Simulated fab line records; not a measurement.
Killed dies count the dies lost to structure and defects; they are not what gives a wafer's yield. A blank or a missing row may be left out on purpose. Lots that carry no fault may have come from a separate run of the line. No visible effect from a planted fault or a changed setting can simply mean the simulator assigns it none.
Which of the tools did it?    flow n5Finfet    Sampling: 9 lots, 27 wafers, 4 of 1938 route steps

## WHAT THE GAUGES SHOWED, per wafer
N5_STI_FIN_REVEAL_INSPECT_13: inspects for defects (darkfield).
lot   measured     on                rawDefectCount
L124  day 2 15:56  defectInspect-01  13 10 15
L127  day 3 07:23  defectInspect-01  18 15 8
L129  day 3 19:59  defectInspect-01  8 7 15
L131  day 4 09:02  defectInspect-01  13 16 15
L133  day 4 22:55  defectInspect-02  311 332 364
L136  day 5 15:41  defectInspect-02  314 316 324
L139  day 6 08:06  defectInspect-02  4 17 20
L141  day 6 22:05  defectInspect-02  11 12 6
L142  day 7 02:54  defectInspect-02  12 7 9

## WHICH TOOL RAN EACH LOT (tool, then ch and the chambers of the sampled wafers, then the start)
lot   N5_STI_FIN_REVEAL_CMP_04      N5_STI_FIN_REVEAL_STRIP_24        N5_STI_FIN_REVEAL_ETCH_34
L124  cmp-03 ch 0,1,3, day 2 11:41  rieDiel-06 ch 2,3, day 2 12:31    rieSi-05 ch 0,1,3, day 2 14:59
L127  cmp-03 ch 1,2, day 3 03:49    rieDiel-04 ch 0,3, day 3 04:21    rieSi-05 ch 0,3, day 3 06:40
L129  cmp-03 ch 0,2,3, day 3 15:17  rieDiel-02 ch 0,3, day 3 15:50    rieSi-02 ch 0,2, day 3 19:17
L131  cmp-03 ch 0,1,3, day 4 05:13  rieDiel-02 ch 0,2,3, day 4 05:46  rieSi-05 ch 0,1,2, day 4 08:20
L133  cmp-03 ch 0,1,3, day 4 19:17  rieDiel-04 ch 0,2,3, day 4 19:53  rieSi-02 ch 1,3, day 4 22:13
L136  cmp-03 ch 0,1,2, day 5 12:11  rieDiel-02 ch 0,2,3, day 5 12:41  rieSi-02 ch 1,2, day 5 14:59
L139  cmp-04 ch 0,1,3, day 6 03:53  rieDiel-02 ch 0,1,3, day 6 05:06  rieSi-05 ch 1,3, day 6 07:25
L141  cmp-02 ch 1,2,3, day 6 18:10  rieDiel-06 ch 1,2, day 6 18:44    rieSi-03 ch 0,2,3, day 6 21:04
L142  cmp-04 ch 0,1,3, day 6 23:07  rieDiel-02 ch 0,2,3, day 6 23:54  rieSi-05 ch 0,1,3, day 7 02:12
- N5_STI_FIN_REVEAL_CMP_04: polishes, stops on Si3N4, t overpolish 4 s, target thk 131.83 nm.
- N5_STI_FIN_REVEAL_STRIP_24: strips in N2/H2, time 90 s.
- N5_STI_FIN_REVEAL_ETCH_34: etches Si in H2, material Si, target depth 0.97 nm.

## THE ANSWER, worked out from the rows above alone
Rule: usual is defined by the lots themselves. Put in order of their means at a reading, lots are off if they are a third of the lots or fewer, leave a main group of 4 or more, and stand apart from it by a gap of 3 or more times the standard deviation of the main group's means; of several such gaps the widest counts. If all means in a main group match to the digits the tables above print for the reading, that group is not used. A lot without any number at a reading at which 4 lots or more have one is off too. All remaining lots with rows at the step are treated as sound.
Off at N5_STI_FIN_REVEAL_INSPECT_13 (rawDefectCount): L133, L136. Mean 12 and standard deviation 2.1 in the main group.
A tool fits if, at a process step before that reading, it ran every lot that is off, and no sound lot after the first of them. Gauges at N5_STI_FIN_REVEAL_INSPECT_13: tried the same way as those tools. 2 tools fit, cmp-03 at N5_STI_FIN_REVEAL_CMP_04 and rieSi-02 at N5_STI_FIN_REVEAL_ETCH_34, so this cannot tell which one it is.

## WHAT THE SIMULATOR HAD PUT IN
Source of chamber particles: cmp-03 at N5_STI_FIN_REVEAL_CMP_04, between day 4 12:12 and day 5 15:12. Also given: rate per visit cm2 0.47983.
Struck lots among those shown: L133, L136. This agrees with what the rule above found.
